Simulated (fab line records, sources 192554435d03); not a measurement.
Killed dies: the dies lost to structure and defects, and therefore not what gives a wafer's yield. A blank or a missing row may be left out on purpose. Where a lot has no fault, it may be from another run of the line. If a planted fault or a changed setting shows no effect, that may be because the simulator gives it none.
2 desks, one fault :: flow n5Finfet :: each desk holds nothing but its own numbers, with what lay behind them at the end

## FOR THE TOOL OWNER'S DESK: lithoTrack-03
The tool's own readings at N5_BEOL_M8_COAT_22 (resist thk 30 nm): means of the sampled wafers that have a number, for each lot that ran on this tool. If a lot's mean is further than 4 standard deviations from the usual mean, the lot is out of limits and carries the mark OUT (the distance appears in the brackets).
Columns: A = spinSpeedRpm at N5_BEOL_M8_COAT_22, usual 1499.8 rpm
lot: L307
first seen here: day 13 12:54
A: 1562.4 (+57) OUT

lot: L310
first seen here: day 13 22:40
A: 1563.4 (+58) OUT

lot: L320
first seen here: day 17 13:25
A: 1499.2

lot: L324
first seen here: day 17 18:15
A: 1500.3
This desk finds L307, L310 out of limits, L307 being first, at day 13 12:54 (spinSpeedRpm at N5_BEOL_M8_COAT_22). In limits: L320, L324.

## AT THE METROLOGY DESK
What the gauges read, lot by lot, whatever tool the lot ran on: means of the sampled wafers that have a number. If a lot's mean is further than 4 standard deviations from the usual mean, the lot is out of limits and carries the mark OUT (the distance appears in the brackets).
Columns: A = M8_ILD_THK at N5_BEOL_M8_THK_MEAS_01, usual 155.9 nm; B = cdNm at N5_BEOL_M8_CD_MEAS_28, usual 40.05 nm
lot: L303
first seen here: day 11 14:40
A: 153.7
B: 39.92

lot: L307
first seen here: day 13 11:50
A: 156.4
B: 39.94

lot: L310
first seen here: day 13 19:13
A: 156.0
B: 40.46

lot: L314
first seen here: day 15 07:00
A: 156.3
B: 40.33

lot: L315
first seen here: day 15 11:42
A: 155.7
B: 40.03

lot: L317
first seen here: day 15 12:03
A: 157.3
B: 40.16

lot: L316
first seen here: day 15 12:35
A: 157.2
B: 39.99

lot: L320
first seen here: day 17 06:17
A: 154.7
B: 39.95

lot: L323
first seen here: day 17 06:41
A: 158.2
B: 40.15

lot: L324
first seen here: day 17 10:17
A: 156.0
B: 39.91

lot: L325
first seen here: day 17 10:49
A: 155.9
B: 40.02
Result from this desk: across the 11 lots, nothing is out of limits.

## TAKEN TOGETHER
The tool owner's desk could have raised an alarm at day 13 12:54, on L307, L310.
Nothing out of limits was seen by the metrology desk.
The metrology desk holds a record of L307, L310, inside its limits.
N5_BEOL_M8_COAT_22 was run on lithoTrack-03 by each of the lots named.

## WHAT THE SIMULATOR HAD PUT IN
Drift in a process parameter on lithoTrack-03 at N5_BEOL_M8_COAT_22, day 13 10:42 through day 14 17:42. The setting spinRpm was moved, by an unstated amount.
Lots struck among those shown: L307, L310.
Delay in hours, fault start to first out-of-limits reading, by desk: the tool owner's desk at 2.
